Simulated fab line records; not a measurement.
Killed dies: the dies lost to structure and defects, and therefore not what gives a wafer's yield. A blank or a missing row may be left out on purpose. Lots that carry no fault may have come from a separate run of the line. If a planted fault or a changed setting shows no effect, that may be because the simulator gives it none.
Which tool is to blame? :: flow n5Finfet :: Sampling: 9 lots, 27 wafers, 5 of 1938 route steps

== WHAT THE GAUGES SHOWED, per wafer ==
N5_BEOL_M4_RC_MEAS_101. Usual: DIBL_N 35.9 mV/V, standard deviation 1.4; DIBL_P 35.9 mV/V, standard deviation 1.7; IOFF_N 0.160 nA/um, standard deviation 0.026; IOFF_P 0.21 nA/um, standard deviation 0.036; ION_N 672 uA/um, standard deviation 11; ION_P 461 uA/um, standard deviation 8.1; SS_N 71.4 mV/dec, standard deviation 0.54; SS_P 73.2 mV/dec, standard deviation 0.67; VT_N 249.3 mV, standard deviation 2.7; VT_P -250 mV, standard deviation 3.9.
lot: L708
measured: day 9 00:26
on: prober-01
DIBL_N (mV/V): 34.8 36.4 32.5
DIBL_P (mV/V): 34.6 37.3 32.9
IOFF_N (nA/um): 0.127 0.172 0.114
IOFF_P (nA/um): 0.20 0.26 0.19
ION_N (uA/um): 660 683 669
ION_P (uA/um): 460 474 470
SS_N (mV/dec): 71.4 71.5 70.7
SS_P (mV/dec): 71.7 73.3 72.3
VT_N (mV): 253.8 250.2 250.5
VT_P (mV): -248 -246 -247
flag: 

lot: L710
measured: day 9 12:25
on: prober-02
DIBL_N (mV/V): 37.0 35.1 34.3
DIBL_P (mV/V): 38.7 36.5 35.6
IOFF_N (nA/um): 0.187 0.160 0.139
IOFF_P (nA/um): 0.24 0.20 0.18
ION_N (uA/um): 680 680 673
ION_P (uA/um): 455 468 459
SS_N (mV/dec): 72.2 71.6 71.5
SS_P (mV/dec): 74.2 73.1 73.1
VT_N (mV): 246.1 248.8 249.6
VT_P (mV): -249 -253 -255
flag: 

lot: L716
measured: day 10 14:10
on: prober-02
DIBL_N (mV/V): 35.7 34.4 33.6
DIBL_P (mV/V): 35.9 34.8 33.0
IOFF_N (nA/um): 0.157 0.137 0.122
IOFF_P (nA/um): 0.21 0.20 0.17
ION_N (uA/um): 667 666 648
ION_P (uA/um): 456 463 452
SS_N (mV/dec): 71.3 70.3 71.2
SS_P (mV/dec): 73.0 73.0 71.8
VT_N (mV): 250.1 248.8 253.3
VT_P (mV): -247 -248 -251
flag: 

lot: L718
measured: day 11 10:02
on: prober-02
DIBL_N (mV/V): 38.3 35.8 36.1
DIBL_P (mV/V): 39.4 36.3 36.8
IOFF_N (nA/um): 0.204 0.158 0.169
IOFF_P (nA/um): 0.25 0.20 0.21
ION_N (uA/um): 676 686 687
ION_P (uA/um): 464 466 463
SS_N (mV/dec): 72.0 71.6 71.7
SS_P (mV/dec): 73.9 72.9 72.5
VT_N (mV): 243.8 248.7 245.5
VT_P (mV): -250 -250 -251
flag: 

lot: L722
measured: day 12 01:50
on: prober-01
DIBL_N (mV/V): 36.9 35.4 35.4
DIBL_P (mV/V): 35.9 34.5 34.0
IOFF_N (nA/um): 0.178 0.158 0.147
IOFF_P (nA/um): 0.21 0.20 0.18
ION_N (uA/um): 678 664 662
ION_P (uA/um): 461 453 445
SS_N (mV/dec): 72.2 72.0 71.9
SS_P (mV/dec): 73.9 72.6 73.1
VT_N (mV): 247.4 249.4 252.3
VT_P (mV): -249 -252 -254
flag: 

lot: L724
measured: day 12 12:24
on: prober-01
DIBL_N (mV/V): 37.8 34.7 37.3
DIBL_P (mV/V): 38.4 34.8 38.4
IOFF_N (nA/um): 0.207 0.137 0.178
IOFF_P (nA/um): 0.23 0.18 0.23
ION_N (uA/um): 679 658 672
ION_P (uA/um): 458 456 459
SS_N (mV/dec): 72.8 71.4 72.2
SS_P (mV/dec): 73.4 72.3 74.3
VT_N (mV): 246.9 250.4 245.6
VT_P (mV): -248 -252 -248
flag: 

lot: L725
measured: day 13 00:23
on: prober-01
DIBL_N (mV/V): 35.5 37.5 35.4
DIBL_P (mV/V): 35.9 38.4 35.7
IOFF_N (nA/um): 0.162 0.193 0.156
IOFF_P (nA/um): 0.25 0.28 0.24
ION_N (uA/um): 663 680 667
ION_P (uA/um): 465 472 462
SS_N (mV/dec): 72.1 72.4 71.2
SS_P (mV/dec): 72.7 74.2 72.8
VT_N (mV): 249.5 248.3 249.9
VT_P (mV): -243 -244 -248
flag: 

lot: L727
measured: day 13 03:45
on: prober-02
DIBL_N (mV/V): 40.2 35.4 37.4
DIBL_P (mV/V): 39.1 34.9 37.0
IOFF_N (nA/um): 0.228 0.132 0.165
IOFF_P (nA/um): 0.27 0.19 0.22
ION_N (uA/um): 677 672 682
ION_P (uA/um): 468 462 465
SS_N (mV/dec): 72.5 70.7 71.2
SS_P (mV/dec): 74.4 72.5 73.3
VT_N (mV): 246.0 252.0 247.7
VT_P (mV): -248 -254 -249
flag: 

lot: L729
measured: day 14 04:16
on: prober-02
DIBL_N (mV/V): 36.1 35.0 38.2
DIBL_P (mV/V): 36.2 35.4 39.4
IOFF_N (nA/um): 0.149 0.136 0.190
IOFF_P (nA/um): 0.18 0.17 0.24
ION_N (uA/um): 665 678 675
ION_P (uA/um): 456 459 462
SS_N (mV/dec): 71.0 70.9 71.5
SS_P (mV/dec): 72.9 73.7 74.2
VT_N (mV): 252.6 253.1 249.5
VT_P (mV): -253 -255 -248
flag: 

== EACH LOT AND THE TOOL THAT RAN IT (in order: tool; ch and the chambers of the sampled wafers; start) ==
lot: L708
N5_DUMMY_GATE_ETCH_31: rieDiel-02 ch 0,1, day 3 12:25
N5_DUMMY_GATE_HM_OPEN_21: rieDiel-02 ch 0,1, day 3 12:30
N5_SPACER0_ALD_08: aldSin-01 ch 2,3, day 3 13:49
N5_SD_EPI_N_COAT_03: lithoTrack-05 ch 0, day 3 14:01

lot: L710
N5_DUMMY_GATE_ETCH_31: rieDiel-04 ch 0,2,3, day 4 05:33
N5_DUMMY_GATE_HM_OPEN_21: rieDiel-04 ch 0,2,3, day 4 05:38
N5_SPACER0_ALD_08: aldSin-03 ch 0,1,2, day 4 06:44
N5_SD_EPI_N_COAT_03: lithoTrack-05 ch 0, day 4 06:56

lot: L716
N5_DUMMY_GATE_ETCH_31: rieDiel-04 ch 2,3, day 5 10:55
N5_DUMMY_GATE_HM_OPEN_21: rieDiel-04 ch 2,3, day 5 11:01
N5_SPACER0_ALD_08: aldSin-04 ch 0,2,3, day 5 12:06
N5_SD_EPI_N_COAT_03: lithoTrack-01 ch 0, day 5 12:17

lot: L718
N5_DUMMY_GATE_ETCH_31: rieDiel-04 ch 1,3, day 5 23:50
N5_DUMMY_GATE_HM_OPEN_21: rieDiel-04 ch 1,3, day 5 23:55
N5_SPACER0_ALD_08: aldSin-03 ch 0,3, day 6 01:01
N5_SD_EPI_N_COAT_03: lithoTrack-05 ch 0, day 6 01:13

lot: L722
N5_DUMMY_GATE_ETCH_31: rieDiel-02 ch 0,3, day 7 08:23
N5_DUMMY_GATE_HM_OPEN_21: rieDiel-02 ch 0,3, day 7 08:29
N5_SPACER0_ALD_08: aldSin-01 ch 1,3, day 7 09:49
N5_SD_EPI_N_COAT_03: lithoTrack-05 ch 0, day 7 10:00

lot: L724
N5_DUMMY_GATE_ETCH_31: rieDiel-04 ch 0,1,2, day 7 16:31
N5_DUMMY_GATE_HM_OPEN_21: rieDiel-04 ch 0,1,2, day 7 16:36
N5_SPACER0_ALD_08: aldSin-03 ch 0,1,2, day 7 17:46
N5_SD_EPI_N_COAT_03: lithoTrack-05 ch 0, day 7 17:58

lot: L725
N5_DUMMY_GATE_ETCH_31: rieDiel-02 ch 1,2,3, day 7 21:31
N5_DUMMY_GATE_HM_OPEN_21: rieDiel-02 ch 1,2,3, day 7 21:35
N5_SPACER0_ALD_08: aldSin-03 ch 0,1,3, day 7 22:41
N5_SD_EPI_N_COAT_03: lithoTrack-04 ch 0, day 7 22:53

lot: L727
N5_DUMMY_GATE_ETCH_31: rieDiel-03 ch 0,2, day 8 05:33
N5_DUMMY_GATE_HM_OPEN_21: rieDiel-03 ch 0,2, day 8 05:38
N5_SPACER0_ALD_08: aldSin-04 ch 0,1,2, day 8 07:26
N5_SD_EPI_N_COAT_03: lithoTrack-04 ch 0, day 8 07:38

lot: L729
N5_DUMMY_GATE_ETCH_31: rieDiel-02 ch 0,1, day 8 17:51
N5_DUMMY_GATE_HM_OPEN_21: rieDiel-02 ch 0,1, day 8 17:56
N5_SPACER0_ALD_08: aldSin-03 ch 2,3, day 8 19:32
N5_SD_EPI_N_COAT_03: lithoTrack-04 ch 0, day 8 19:44
- N5_DUMMY_GATE_ETCH_31: etches SiO2 in C4F6/O2, target depth 82.5 nm, time 27.5 s.
- N5_DUMMY_GATE_HM_OPEN_21: chemistry CH3F/O2, target SiNx, target depth 120 nm, time 171.4 s.
- N5_SPACER0_ALD_08: deposits SiNx, target thk 2 nm.
- N5_SD_EPI_N_COAT_03: resist thk 150 nm.

== WHAT THE TOOLS THEMSELVES READ (means of the sampled wafers that have a number; where no wafer has one, the mark that the record gives instead) ==
N5_DUMMY_GATE_ETCH_31. Usual: drypumpMotorCurrentA 5.8 A, standard deviation 0.47; oesProductAu 0.78 a.u., standard deviation 0.081; rfVppV 668 V, standard deviation 12; showerheadPlenumPTorr 2.89 Torr, standard deviation 0.07; throttleValvePct 21.1 %, standard deviation 0.34.
lot: L708
tool: rieDiel-02
drypumpMotorCurrentA (A): 5.3
oesProductAu (a.u.): 0.85
rfVppV (V): 665
showerheadPlenumPTorr (Torr): 2.87
throttleValvePct (%): 21.0
flag: 

lot: L710
tool: rieDiel-04
drypumpMotorCurrentA (A): 5.7
oesProductAu (a.u.): 0.74
rfVppV (V): 673
showerheadPlenumPTorr (Torr): 2.91
throttleValvePct (%): 21.3
flag: 

lot: L716
tool: rieDiel-04
drypumpMotorCurrentA (A): 5.7
oesProductAu (a.u.): 0.73
rfVppV (V): 669
showerheadPlenumPTorr (Torr): 2.93
throttleValvePct (%): 21.0
flag: 

lot: L718
tool: rieDiel-04
drypumpMotorCurrentA (A): 6.0
oesProductAu (a.u.): 0.72
rfVppV (V): 668
showerheadPlenumPTorr (Torr): 2.92
throttleValvePct (%): 20.8
flag: 

lot: L722
tool: rieDiel-02
drypumpMotorCurrentA (A): 5.6
oesProductAu (a.u.): 0.79
rfVppV (V): 673
showerheadPlenumPTorr (Torr): 2.89
throttleValvePct (%): 21.3
flag: 

lot: L724
tool: rieDiel-04
drypumpMotorCurrentA (A): 5.9
oesProductAu (a.u.): 0.74
rfVppV (V): 678
showerheadPlenumPTorr (Torr): 2.92
throttleValvePct (%): 21.3
flag: 

lot: L725
tool: rieDiel-02
drypumpMotorCurrentA (A): 6.2
oesProductAu (a.u.): 0.90
rfVppV (V): 671
showerheadPlenumPTorr (Torr): 2.93
throttleValvePct (%): 20.8
flag: 

lot: L727
tool: rieDiel-03
drypumpMotorCurrentA (A): 5.6
oesProductAu (a.u.): 0.76
rfVppV (V): 660
showerheadPlenumPTorr (Torr): 2.85
throttleValvePct (%): 21.2
flag: 

lot: L729
tool: rieDiel-02
drypumpMotorCurrentA (A): 5.3
oesProductAu (a.u.): 0.78
rfVppV (V): 664
showerheadPlenumPTorr (Torr): 2.86
throttleValvePct (%): 21.0
flag: 

N5_DUMMY_GATE_HM_OPEN_21. Usual: drypumpMotorCurrentA 5.8 A, standard deviation 0.47; oesProductAu 0.78 a.u., standard deviation 0.08; rfVppV 300 V, standard deviation 5.6; showerheadPlenumPTorr 2.06 Torr, standard deviation 0.052; throttleValvePct 16.4 %, standard deviation 0.31.
lot: L708
tool: rieDiel-02
drypumpMotorCurrentA (A): 5.3
oesProductAu (a.u.): 0.85
rfVppV (V): 299
showerheadPlenumPTorr (Torr): 2.05
throttleValvePct (%): 16.3
flag: 

lot: L710
tool: rieDiel-04
drypumpMotorCurrentA (A): 5.7
oesProductAu (a.u.): 0.75
rfVppV (V): 301
showerheadPlenumPTorr (Torr): 2.07
throttleValvePct (%): 16.6
flag: 

lot: L716
tool: rieDiel-04
drypumpMotorCurrentA (A): 5.7
oesProductAu (a.u.): 0.72
rfVppV (V): 301
showerheadPlenumPTorr (Torr): 2.08
throttleValvePct (%): 16.4
flag: 

lot: L718
tool: rieDiel-04
drypumpMotorCurrentA (A): 5.9
oesProductAu (a.u.): 0.72
rfVppV (V): 301
showerheadPlenumPTorr (Torr): 2.07
throttleValvePct (%): 16.2
flag: 

lot: L722
tool: rieDiel-02
drypumpMotorCurrentA (A): 5.6
oesProductAu (a.u.): 0.78
rfVppV (V): 302
showerheadPlenumPTorr (Torr): 2.06
throttleValvePct (%): 16.6
flag: 

lot: L724
tool: rieDiel-04
drypumpMotorCurrentA (A): 5.9
oesProductAu (a.u.): 0.74
rfVppV (V): 305
showerheadPlenumPTorr (Torr): 2.07
throttleValvePct (%): 16.6
flag: 

lot: L725
tool: rieDiel-02
drypumpMotorCurrentA (A): 6.2
oesProductAu (a.u.): 0.90
rfVppV (V): 303
showerheadPlenumPTorr (Torr): 2.08
throttleValvePct (%): 16.1
flag: 

lot: L727
tool: rieDiel-03
drypumpMotorCurrentA (A): 5.6
oesProductAu (a.u.): 0.76
rfVppV (V): 296
showerheadPlenumPTorr (Torr): 2.03
throttleValvePct (%): 16.5
flag: 

lot: L729
tool: rieDiel-02
drypumpMotorCurrentA (A): 5.3
oesProductAu (a.u.): 0.79
rfVppV (V): 299
showerheadPlenumPTorr (Torr): 2.03
throttleValvePct (%): 16.4
flag: 

N5_SPACER0_ALD_08. Usual: heaterPowerOuterW 524 W, standard deviation 59; heaterPowerW 842 W, standard deviation 94.
lot: L708
tool: aldSin-01
heaterPowerOuterW (W): 539
heaterPowerW (W): 833
flag: 

lot: L710
tool: aldSin-03
heaterPowerOuterW (W): 507
heaterPowerW (W): 811
flag: 

lot: L716
tool: aldSin-04
heaterPowerOuterW (W): 627
heaterPowerW (W): 977
flag: 

lot: L718
tool: aldSin-03
heaterPowerOuterW (W): 514
heaterPowerW (W): 851
flag: 

lot: L722
tool: aldSin-01
heaterPowerOuterW (W): 513
heaterPowerW (W): 760
flag: 

lot: L724
tool: aldSin-03
heaterPowerOuterW (W): 513
heaterPowerW (W): 818
flag: 

lot: L725
tool: aldSin-03
heaterPowerOuterW (W): 500
heaterPowerW (W): 831
flag: 

lot: L727
tool: aldSin-04
heaterPowerOuterW (W): 568
heaterPowerW (W): 913
flag: 

lot: L729
tool: aldSin-03
heaterPowerOuterW (W): 493
heaterPowerW (W): 811
flag: 

N5_SD_EPI_N_COAT_03. Usual: exhaustPa 45.1 Pa, standard deviation 0.93; spinSpeedRpm 1500.0 rpm, standard deviation 0.92.
lot: L708
tool: lithoTrack-05
exhaustPa (Pa): 45.6
spinSpeedRpm (rpm): 1500.4
flag: 

lot: L710
tool: lithoTrack-05
exhaustPa (Pa): 46.4
spinSpeedRpm (rpm): 1501.7
flag: 

lot: L716
tool: lithoTrack-01
exhaustPa (Pa): 44.2
spinSpeedRpm (rpm): 1500.0
flag: 

lot: L718
tool: lithoTrack-05
exhaustPa (Pa): 44.1
spinSpeedRpm (rpm): 1500.6
flag: 

lot: L722
tool: lithoTrack-05
exhaustPa (Pa): 45.8
spinSpeedRpm (rpm): 1420.7
flag: OFF

lot: L724
tool: lithoTrack-05
exhaustPa (Pa): 44.4
spinSpeedRpm (rpm): 1420.8
flag: OFF

lot: L725
tool: lithoTrack-04
exhaustPa (Pa): 44.4
spinSpeedRpm (rpm): 1499.2
flag: 

lot: L727
tool: lithoTrack-04
exhaustPa (Pa): 44.5
spinSpeedRpm (rpm): 1498.9
flag: 

lot: L729
tool: lithoTrack-04
exhaustPa (Pa): 45.6
spinSpeedRpm (rpm): 1500.7
flag: 

== THE ANSWER, worked out from the rows above alone ==
Rule: a lot is off if the mean of its wafers that have a number lies more than 3 standard deviations from the usual mean. Also off: a lot with no number at a reading for which 4 or more lots have one. All remaining lots with rows at the step are treated as sound. Order of review: gauges by route order, followed by the tools' own readings, for which a lot's mean as printed above is used. At the first step where some lot is off, the reading lying furthest off is the one used; lots without a number count as furthest.
Off: L722, L724 (N5_SD_EPI_N_COAT_03, spinSpeedRpm).
If a tool, at that step or one of the process steps before it, ran each lot that is off and ran no sound lot following the first of them, it fits. One fits: lithoTrack-05 at N5_SD_EPI_N_COAT_03. A fault onset in the window from L718 (day 6 01:13, its last sound lot) to L722 (day 7 10:00, its first lot off) fits.
The tool's own readings at N5_SD_EPI_N_COAT_03 bear it out: on the lots that are off they differ by more than 5 times the standard deviation of the sound lots' means. spinSpeedRpm reads 1420.8 rpm there against 1500.2 rpm on the sound lots.

== WHAT THE SIMULATOR PUT IN ==
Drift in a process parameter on lithoTrack-05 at N5_SD_EPI_N_COAT_03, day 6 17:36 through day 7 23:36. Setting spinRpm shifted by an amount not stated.
Lots struck among those shown: L722, L724. The same result came from the rule above.
